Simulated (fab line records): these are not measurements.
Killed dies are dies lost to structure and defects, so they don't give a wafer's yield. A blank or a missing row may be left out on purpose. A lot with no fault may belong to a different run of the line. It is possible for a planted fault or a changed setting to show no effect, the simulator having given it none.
fab line records	flow n5Finfet
[record] lots = 9	wafers = 27	lastDay = 20
route steps=1938 shown BEOL_M1@821 BEOL_M4@1111
lots untouched by any fault: they come from a run of this same line in which no faults occurred
startH: hours from the record's first day to the start of the lot's first wafer shown	waitH: time in hours since the lot's previous step	" same as the row above	L1.1+2: a row that stands for several wafers	- value missing, or start not given	* or withheld: withheld	< > ~ a bound
route shown NAME@n: a module of which the file shows steps, and the number in the route of the first	usual: average and standard deviation across the fault-free wafers	same: alike in all rows	chamber/n: place in a boat	sites: each site's reading	_std_site: the values' standard deviation	_edge_site: the outer-site mean with the inner-site mean subtracted	radiusMm: for every site, how far away it sits from the centre of the wafer	mask NAME#n: copy n	behind: the most recent tool/chamber to have shaped the wafer	hold: cause of the lot's hold/its duration in hours/its outcome	device: the n, p or np transistor that did not switch	end of line: tests run on the same wafers once the route is complete	where a step has no rows: the recipe by itself	killed: count of dies lost to structure and defects at first sort (not the wafer's yield)	map: per-die view of a wafer (x killed, . not killed, _ where there is no die)
set.NAME: the setting the step ran with; set.NAME@STEP: the setting that earlier step ran with	model.NAME: the simulator's own value behind a step, which no gauge read
route steps across a sampled set of lots; one table per step, one row per wafer
services: from which hour (startH, from the record's first day; less than 0 if before it) a tool's chamber was out of use, for how many hours, and why
[[steps]]
[step N5_BEOL_M1_ANNEAL_87]
[recipe] tempC = 400	timeS = 240	ambient = vacuum
[usual] heaterPowerW = 783/95	susceptorTempC = 399.99/0.22	susceptor_temp_C_max = 401.0/0.37
lot.wafer	tool	chamber	startH	waitH	heaterPowerW	susceptorTempC	susceptor_temp_C_max
L726.1	pvdSputter-01	-	133.33	0.0	705	399.83	400.6
L726.5	"	-	"	"	781	400.11	401.2
L726.6	"	-	"	"	858	399.83	400.4
L728.4	pvdSputter-01	-	145.01	0.0	877	400.05	400.9
L728.5	"	-	"	"	719	399.77	400.7
L728.6	"	-	"	"	751	400.45	401.4
L729.1	pvdSputter-01	-	149.81	0.0	781	400.11	401.3
L729.2	"	-	"	"	862	399.89	400.4
L729.6	"	-	"	"	716	400.01	401.0
L737.2	pvdSputter-02	-	212.70	0.0	719	400.13	401.0
L737.4	"	-	"	"	753	400.03	400.9
L737.6	"	-	"	"	770	400.27	401.4
L740.1	pvdSputter-01	-	241.02	0.0	763	399.65	401.5
L740.2	"	-	"	"	701	399.80	400.8
L740.6	"	-	"	"	774	399.69	401.0
L745.2	pvdSputter-02	-	256.59	0.0	866	400.03	400.7
L745.3	"	-	"	"	768	399.91	400.7
L745.5	"	-	"	"	889	399.98	400.5
L742.2	pvdSputter-03	-	274.49	0.0	995	399.80	400.9
L742.4	"	-	"	"	621	399.99	400.9
L742.6	"	-	"	"	1018	400.06	401.3
L747.1	pvdSputter-03	-	276.43	0.0	639	399.22	400.6
L747.4	"	-	"	"	706	400.11	400.9
L747.6	"	-	"	"	1006	400.06	401.6
L748.1	pvdSputter-03	-	282.92	0.0	693	400.14	400.8
L748.4	"	-	"	"	599	399.93	401.0
L748.6	"	-	"	"	698	399.95	400.8
[step N5_BEOL_M1_ANNEAL_89]
[recipe] tempC = 400	timeS = 240	ambient = vacuum
[usual] heaterPowerW = 783/97	susceptorTempC = 400.02/0.23	susceptor_temp_C_max = 401.0/0.33
lot.wafer	tool	chamber	startH	waitH	heaterPowerW	susceptorTempC	susceptor_temp_C_max
L726.1	pvdSputter-01	-	133.55	0.0	719	399.95	400.8
L726.5	"	-	"	"	768	400.23	401.4
L726.6	"	-	"	"	897	399.93	400.5
L728.4	pvdSputter-01	-	145.23	0.0	867	400.30	400.9
L728.5	"	-	"	"	719	400.36	401.3
L728.6	"	-	"	"	754	400.43	401.3
L729.1	pvdSputter-01	-	150.03	0.0	793	400.05	401.5
L729.2	"	-	"	"	889	399.83	400.3
L729.6	"	-	"	"	733	399.88	400.7
L737.2	pvdSputter-02	-	212.92	0.0	709	399.92	401.0
L737.4	"	-	"	"	770	400.10	401.3
L737.6	"	-	"	"	765	400.25	401.3
L740.1	pvdSputter-01	-	241.24	0.0	766	400.20	401.7
L740.2	"	-	"	"	728	399.96	400.9
L740.6	"	-	"	"	782	400.29	401.3
L745.2	pvdSputter-02	-	256.81	0.0	875	400.32	400.9
L745.3	"	-	"	"	771	399.74	400.6
L745.5	"	-	"	"	867	400.09	400.8
L742.2	pvdSputter-03	-	274.71	0.0	1013	399.95	401.6
L742.4	"	-	"	"	609	399.84	401.1
L742.6	"	-	"	"	1023	399.74	400.9
L747.1	pvdSputter-03	-	276.65	0.0	610	399.78	400.9
L747.4	"	-	"	"	689	399.87	400.7
L747.6	"	-	"	"	1007	400.09	401.3
L748.1	pvdSputter-03	-	283.14	0.0	703	399.78	400.4
L748.4	"	-	"	"	609	400.20	401.2
L748.6	"	-	"	"	691	399.70	400.6
[step N5_BEOL_M1_ANNEAL_91]
[recipe] tempC = 400	timeS = 240	ambient = vacuum
[usual] heaterPowerW = 782/96	susceptorTempC = 399.98/0.23	susceptor_temp_C_max = 401.0/0.43
lot.wafer	tool	chamber	startH	waitH	heaterPowerW	susceptorTempC	susceptor_temp_C_max
L726.1	pvdSputter-01	-	133.77	0.0	720	399.87	400.8
L726.5	"	-	"	"	785	400.18	401.7
L726.6	"	-	"	"	880	399.79	400.4
L728.4	pvdSputter-01	-	145.45	0.0	864	399.39	400.1
L728.5	"	-	"	"	736	399.82	400.5
L728.6	"	-	"	"	757	400.00	400.9
L729.1	pvdSputter-01	-	150.25	0.0	780	399.99	402.0
L729.2	"	-	"	"	866	400.15	400.9
L729.6	"	-	"	"	717	399.66	400.4
L737.2	pvdSputter-02	-	213.14	0.0	713	400.24	401.0
L737.4	"	-	"	"	764	400.18	401.0
L737.6	"	-	"	"	758	399.98	400.8
L740.1	pvdSputter-01	-	241.46	0.0	775	400.37	401.6
L740.2	"	-	"	"	730	400.21	400.9
L740.6	"	-	"	"	759	400.40	401.5
L745.2	pvdSputter-02	-	257.03	0.0	872	399.60	400.3
L745.3	"	-	"	"	768	399.85	401.0
L745.5	"	-	"	"	851	399.91	400.6
L742.2	pvdSputter-03	-	274.93	0.0	1021	400.07	401.9
L742.4	"	-	"	"	615	400.08	401.2
L742.6	"	-	"	"	1009	400.05	401.7
L747.1	pvdSputter-03	-	276.87	0.0	646	399.51	400.8
L747.4	"	-	"	"	699	399.91	400.7
L747.6	"	-	"	"	1005	400.02	401.3
L748.1	pvdSputter-03	-	283.36	0.0	690	399.96	400.6
L748.4	"	-	"	"	626	400.09	401.1
L748.6	"	-	"	"	679	400.24	401.2
[step N5_BEOL_M1_CMP_52]
[recipe] stopOn = SiOC	tOverpolishS = 6.8	downForcePsi = 1	platenRpm = 50	clearingPlatenDownForcePsi = 1.5	clearingPlatenRpm = 50	postCmpClean = cuAlkaline	targetThkNm = 40	clearingPlatenPadVelocityMS = 0.99484	padVelocityMS = 0.99484
[usual] barrierFieldEndpointS = 24.7/0.63	headPressurePsi = 1.0001/0.0023	motorCurrentA = 6.0/0.47	overpolishRunS = 6.802/0.0097	padLifeWafers = 1126/550	timeToEndpointS = 62.4/2.4
lot.wafer	tool	chamber	startH	waitH	barrierFieldEndpointS	headPressurePsi	motorCurrentA	overpolishRunS	padLifeWafers	timeToEndpointS
L726.1	cmp-02	1	135.06	0.5	23.3	0.9991	5.6	6.798	144	60.7
L726.6	"	1	"	"	23.5	0.9992	5.9	6.800	-	59.7
L726.5	"	2	"	"	24.0	0.9980	5.6	6.799	-	59.4
L728.4	cmp-04	3	146.60	0.2	24.6	1.0012	6.8	6.798	968	56.9
L728.6	"	1	"	"	25.2	1.0021	6.1	6.784	-	63.1
L728.5	"	2	"	"	25.4	0.9977	6.3	6.812	-	60.5
L729.2	cmp-02	0	151.32	0.2	24.7	0.9992	5.7	6.802	300	62.6
L729.1	"	3	"	"	24.7	1.0020	6.2	6.792	303	61.9
L729.6	"	0	"	"	25.4	0.9981	5.7	6.806	-	63.6
L737.4	cmp-02	2	214.30	0.1	34.9	0.7093	5.3	6.286	828	62.0
L737.2	"	3	"	"	25.6	1.0019	5.8	6.792	829	63.9
L737.6	"	2	"	"	35.2	0.7097	4.9	5.983	-	61.5
L740.2	cmp-04	0	242.57	0.2	24.6	0.9991	5.8	6.795	1723	59.3
L740.1	"	1	"	"	24.6	1.0017	5.8	6.818	1724	59.9
L740.6	"	3	"	"	24.0	0.9973	7.1	6.796	-	59.0
L745.2	cmp-04	3	258.17	0.2	24.4	1.0019	6.8	6.784	1825	62.4
L745.3	"	0	"	"	24.8	0.9977	6.4	6.802	1826	65.4
L745.5	"	2	"	"	25.5	0.9975	6.3	6.809	-	67.3
L742.4	cmp-02	2	276.00	0.1	24.8	0.9978	6.0	6.798	1296	59.0
L742.2	"	3	"	"	24.5	1.0027	5.8	6.802	1297	63.6
L742.6	"	2	"	"	24.3	0.9987	5.8	6.806	-	59.5
L747.4	cmp-04	3	282.57	0.2	24.2	1.0068	6.5	6.793	1970	64.0
L747.1	"	0	"	"	23.7	1.0006	5.7	6.793	1971	60.3
L747.6	"	1	"	"	24.2	1.0010	5.8	6.784	-	60.7
L748.1	cmp-04	3	284.44	0.3	22.9	1.0013	6.7	6.783	1986	58.5
L748.4	"	1	"	"	24.2	1.0012	6.0	6.815	1988	61.5
L748.6	"	0	"	"	24.2	1.0005	5.6	6.805	-	60.6
[step N5_BEOL_M4_RC_MEAS_101]
[usual] DIBL_N = 36.3/1.2	DIBL_P = 36.3/1.4	IOFF_N = 0.160/0.02	IOFF_P = 0.210/0.025	ION_N = 675/9.5	ION_P = 462/7	SS_N = 71.5/0.53	SS_P = 73.4/0.55	VT_N = 249.5/2.6	VT_P = -250.1/2.9
lot.wafer	tool	chamber	startH	waitH	DIBL_N[mV/V]	DIBL_P[mV/V]	IOFF_N[nA/um]	IOFF_P[nA/um]	ION_N[uA/um]	ION_P[uA/um]	SS_N[mV/dec]	SS_P[mV/dec]	VT_N[mV]	VT_P[mV]
L726.1	prober-01	0	191.57	0.0	34.6	33.6	0.135	0.161	666	450	72.3	72.7	252.2	-252.7
L726.5	"	0	"	"	34.2	32.9	0.121	0.154	663	452	71.7	73.2	251.1	-256.1
L726.6	"	0	"	"	36.5	36.7	0.167	0.203	674	462	72.4	73.9	250.2	-251.2
L728.4	prober-01	0	210.98	0.5	35.4	37.2	0.147	0.184	676	449	71.5	72.9	252.4	-253.0
L728.5	"	0	"	"	35.3	36.7	0.145	0.182	670	456	71.5	73.2	252.5	-253.3
L728.6	"	0	"	"	35.5	36.8	0.142	0.176	670	454	72.1	73.9	255.6	-251.6
L729.1	prober-01	0	216.87	0.0	37.5	36.8	0.145	0.188	653	450	71.6	73.6	254.1	-254.0
L729.2	"	0	"	"	37.3	36.6	0.143	0.180	662	453	71.6	73.6	252.0	-252.6
L729.6	"	0	"	"	39.3	38.2	0.168	0.201	665	455	72.5	73.5	250.0	-252.0
L737.2	prober-02	0	287.95	0.2	36.9	36.0	0.189	0.241	691	476	72.0	73.2	243.7	-246.1
L737.4	"	0	"	"	36.4	36.5	0.184	0.248	687	469	71.9	73.6	244.9	-246.3
L737.6	"	0	"	"	35.2	34.8	0.161	0.212	682	465	71.8	73.0	248.2	-247.9
L740.1	prober-01	0	317.22	0.0	36.4	36.7	0.158	0.191	683	464	72.2	73.5	251.5	-252.5
L740.2	"	0	"	"	35.2	36.0	0.150	0.186	678	459	72.1	72.6	249.7	-253.6
L740.6	"	0	"	"	37.0	38.2	0.183	0.222	688	469	72.0	74.2	247.0	-250.8
L745.2	prober-01	0	334.53	0.2	35.8	36.4	0.172	0.200	682	461	70.8	73.0	246.2	-253.4
L745.3	"	0	"	"	35.5	34.8	0.154	0.179	676	458	71.4	73.1	247.9	-254.3
L745.5	"	0	"	"	34.8	34.7	0.147	0.184	677	464	70.5	72.1	250.8	-251.8
L742.2	prober-02	0	341.08	0.2	37.2	34.9	0.162	0.192	673	456	71.7	73.2	248.4	-251.6
L742.4	"	0	"	"	35.2	33.0	0.126	0.172	674	459	71.4	73.3	256.2	-251.6
L742.6	"	0	"	"	37.3	35.3	0.164	0.212	678	460	71.6	73.9	250.0	-249.3
L748.1	prober-01	0	356.00	0.0	33.8	35.9	0.157	0.187	675	459	70.8	73.3	248.4	-252.7
L748.4	"	0	"	"	35.6	36.3	0.190	0.194	668	452	71.2	73.7	248.9	-254.3
L748.6	"	0	"	"	36.2	37.2	0.183	0.204	668	452	71.7	74.0	250.5	-252.4
L747.1	prober-02	0	363.29	0.0	35.3	36.4	0.154	0.208	679	472	71.6	72.7	247.8	-249.9
L747.4	"	0	"	"	34.8	34.8	0.143	0.183	683	466	70.8	72.7	248.7	-250.5
L747.6	"	0	"	"	34.6	35.8	0.151	0.206	691	466	71.3	72.1	250.1	-247.9
[[services]]
tool	chamber	startH	hours	kind
pvdSputter-01	-	112.49	2.9	repair
cmp-02	-	119.64	4.0	pm
cmp-02	-	123.64	-	consumableReplace:conditioner
cmp-02	-	123.64	-	consumableReplace:pad
cmp-04	-	129.63	10.0	pm
cmp-02	-	201.20	1.1	repair
cmp-04	-	245.63	0.6	repair
cmp-04	-	264.61	6.3	pm
cmp-04	-	273.00	2.2	repair
[[key]]
[firstSign] step = N5_BEOL_M1_CMP_52	reading = headPressurePsi	direction = down	sigmas = 99+	usual = 1.0001	struck = 0.7095
[effect] step = N5_BEOL_M1_CMP_52	reading = overpolishRunS	direction = down	sigmas = 69	usual = 6.802	struck = 6.134
metAt N5_BEOL_M1_CMP_52
struckLots L737
struckWafers L737.4,L737.6
notActingAt N5_BEOL_M1_ANNEAL_87,N5_BEOL_M1_ANNEAL_89,N5_BEOL_M1_ANNEAL_91
onsetBetween 135.06 214.30
[fault] kind = processParameterDrift	tool = cmp-02	chamber = 2	onsetH = 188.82	steps = N5_BEOL_M1_CMP_52	channel = downForcePsi	offset = -0.28615	shape = step	endH = 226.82	actsIn = theseRecipesOnly	stated = 1
